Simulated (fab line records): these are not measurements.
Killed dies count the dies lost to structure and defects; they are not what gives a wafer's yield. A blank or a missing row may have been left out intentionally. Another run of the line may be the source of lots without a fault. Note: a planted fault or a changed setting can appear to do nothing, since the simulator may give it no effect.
Lot-split experiment    flow n5-finfet    on a route of 1938 steps: 7 lots, 21 wafers read

## ON THE SPLIT
At N5_BEOL_M1_ETCH_64 (etches SOC in N2/H2, target depth 75 nm, overetch 15 nm, time 112.5 s), the setting source-w was moved away from the recipe's 840 W on 3 of the 21 wafers read, by -14.3% to -10.8%. For the rest of the wafers, this setting stayed at what the recipe calls for.

The split's own step is where the reading is taken.

## THE READING
rf-vpp-V, in V, at N5_BEOL_M1_ETCH_64 (etches SOC in N2/H2, target depth 75 nm, overetch 15 nm, time 112.5 s). Fault-free wafers of this fab line usually give 524.6 V, standard deviation 2.2 V.

wafer   tool, chamber at the split  source-w as run, W  against the recipe  rf-vpp-V, V  against lot-mates on the recipe
L078.4  rie-diel-06, 3              840                 recipe              520.1        -
L078.5  rie-diel-06, 1              840                 recipe              524.2        -
L078.6  rie-diel-06, 2              840                 recipe              520.6        -
L080.1  rie-diel-04, 1              719.8               -14.3%              555.1        +30.2
L080.2  rie-diel-04, 0              840                 recipe              524.9        -
L080.6  rie-diel-04, 1              719.8               -14.3%              554.4        +29.5
L081.1  rie-diel-03, 1              840                 recipe              526.3        -
L081.3  rie-diel-03, 3              840                 recipe              525.7        -
L081.5  rie-diel-03, 1              840                 recipe              525.0        -
L083.1  rie-diel-04, 0              840                 recipe              525.3        -
L083.2  rie-diel-04, 3              840                 recipe              526.7        -
L083.4  rie-diel-04, 1              840                 recipe              527.6        -
L084.2  rie-diel-06, 1              840                 recipe              523.7        -
L084.5  rie-diel-06, 2              840                 recipe              521.9        -
L084.6  rie-diel-06, 1              840                 recipe              523.9        -
L088.1  rie-diel-04, 1              840                 recipe              527.7        -
L088.3  rie-diel-04, 2              840                 recipe              525.5        -
L088.4  rie-diel-04, 0              840                 recipe              525.5        -
L091.1  rie-diel-03, 1              749                 -10.8%              545.8        +19.4
L091.4  rie-diel-03, 3              840                 recipe              524.9        -
L091.6  rie-diel-03, 1              840                 recipe              527.9        -

THE FIT
A straight line over all 21 wafers: rf-vpp-V changes by -2.06 V for each +1% of source-w; r = -0.98; the points scatter about the line by 2.1 V.
The same after taking each lot's own level away (the mean of its wafers on the recipe; 21 wafers): -2.02 V for each +1%; r = -0.99; scatter 1.3 V.
That fit puts the effect of the largest move of source-w on the reading at 29 V.
The lots' own levels span 521.63 to 526.53 V, that is 2.2 times the standard deviation above.
The two slopes are in agreement: the lot-to-lot level therefore moves the slope only a little.
Check: with one of the wafers moved furthest among these (-14.3%) left out of the fit, the line predicts +28.1 V for it against its lot-mates. Against them it came out at +30.2 V.
Tool readings at the split's step, against how far the setting was moved: rf-vpp-V r = -0.98.

## THE OTHER SPLITS THESE WAFERS WENT THROUGH
Before the reading, these wafers also passed through other splits. Each is held against what the fit with the lots' levels taken away leaves over:
other split on the same wafers               wafers away from the commonest value  r with rf-vpp-V (lot level and that fit taken away)
N5_BEOL_M0_SAQP_PECVD_04 time-s              4                                     +0.35
N5_BEOL_M0_SAQP_ETCH_107 bias-w              12                                    +0.01
N5_BEOL_M0_SAQP_SPACER2_ALD_26 target-thk-a  7                                     -0.19
N5_BEOL_M0_ETCH_138 source-w                 9                                     -0.21

## FILE'S OWN FIT
rf-vpp-V changes by -1.98 V for each +1% of source-w, r = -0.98.
